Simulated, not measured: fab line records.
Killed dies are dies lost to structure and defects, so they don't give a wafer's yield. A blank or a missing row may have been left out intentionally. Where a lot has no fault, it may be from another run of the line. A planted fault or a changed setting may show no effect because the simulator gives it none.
A lot that was struck, set against a sound lot :: flow nand_harc :: 12 out of 1302 route steps
Sound: these wafers, L889.1, L889.2, L889.5. The struck wafers were L892.1, L892.4, L892.6. The cause comes at the end.
At each step with rows: each side's tool, then ch and its chambers, then its first start. Under that, the readings that differ: sound wafers :: struck wafers :: difference of the means :: sigmas: that difference in standard deviations of wafers without a fault.
alike: same words and numbers on both sides, and readings whose means sit less than 2 such deviations apart. not compared: any withheld reading, any reading some wafer has no value for, any bound like >300 that may hide the same value, and any number with overlapping values for which the record gives no deviation.
The two part at a step that has a row with sigmas, a row that says differs or no value, or rows on one side only. When numbers do not overlap yet have no deviation, they are printed without sigmas and do not part them. A reading that every wafer of one side lacks parts them only if that side has two wafers or more.

first, 2 steps without rows for these wafers: NHARC_A_SOURCE_PLATE_CVD_03 (deposits poly-Si, target thk 200 nm, time 4000 s); NHARC_A_SOURCE_PLATE_ANNEAL_05 (time 1800 s).
NHARC_A_SOURCE_PLATE_THK_MEAS_06: measures by ellipsometry.
  struck on film_metro-01, day 10 19:25; sound on film_metro-02, day 9 17:00
  alike: thk_nm
NHARC_A_SOURCE_PLATE_INSPECT_08:
  struck on defect_inspect-01, day 10 19:28; sound on defect_inspect-01, day 9 17:04
  alike: raw_defect_count
next comes 1 step that has no rows for these wafers: NHARC_A_ONON_D1_DEP_00 (target thickness 1000 nm).
NHARC_A_ONON_D1_THK_MEAS_02: measures by ellipsometry.
  struck on film_metro-01, day 10 20:03; sound on film_metro-01, day 9 17:38
  alike: thk_nm
next comes 1 step that has no rows for these wafers: NHARC_A_ONON_D1_DEP_03 (target thickness 1000 nm).
NHARC_A_ONON_D1_THK_MEAS_05: measures by ellipsometry.
  struck on film_metro-02, day 10 20:37; sound on film_metro-02, day 9 18:13
  alike: thk_nm
next comes 1 step that has no rows for these wafers: NHARC_A_ONON_D1_DEP_06 (target thickness 1000 nm).
NHARC_A_ONON_D1_THK_MEAS_08: measures by ellipsometry.
  struck on film_metro-02, day 10 21:11; sound on film_metro-01, day 9 18:46
  alike: thk_nm
NHARC_A_ONON_D1_DEP_09: target thk 1000 nm.
  sound on pecvd_onon-03 ch 0, day 9 18:49; struck on pecvd_onon-01 ch 0, day 10 21:14
NHARC_A_ONON_D1_THK_MEAS_11: measures by ellipsometry.
  struck on film_metro-01, day 10 21:55; sound on film_metro-01, day 9 19:20
reading: thk_nm (nm)
sound: 990 992 992
struck: 1445 1445 1445
difference: +454
sigmas: +41
  not compared: hold

== WHERE THEY PART ==
NHARC_A_ONON_D1_THK_MEAS_11 only, going by this record.

WHY: the cause the simulator had injected
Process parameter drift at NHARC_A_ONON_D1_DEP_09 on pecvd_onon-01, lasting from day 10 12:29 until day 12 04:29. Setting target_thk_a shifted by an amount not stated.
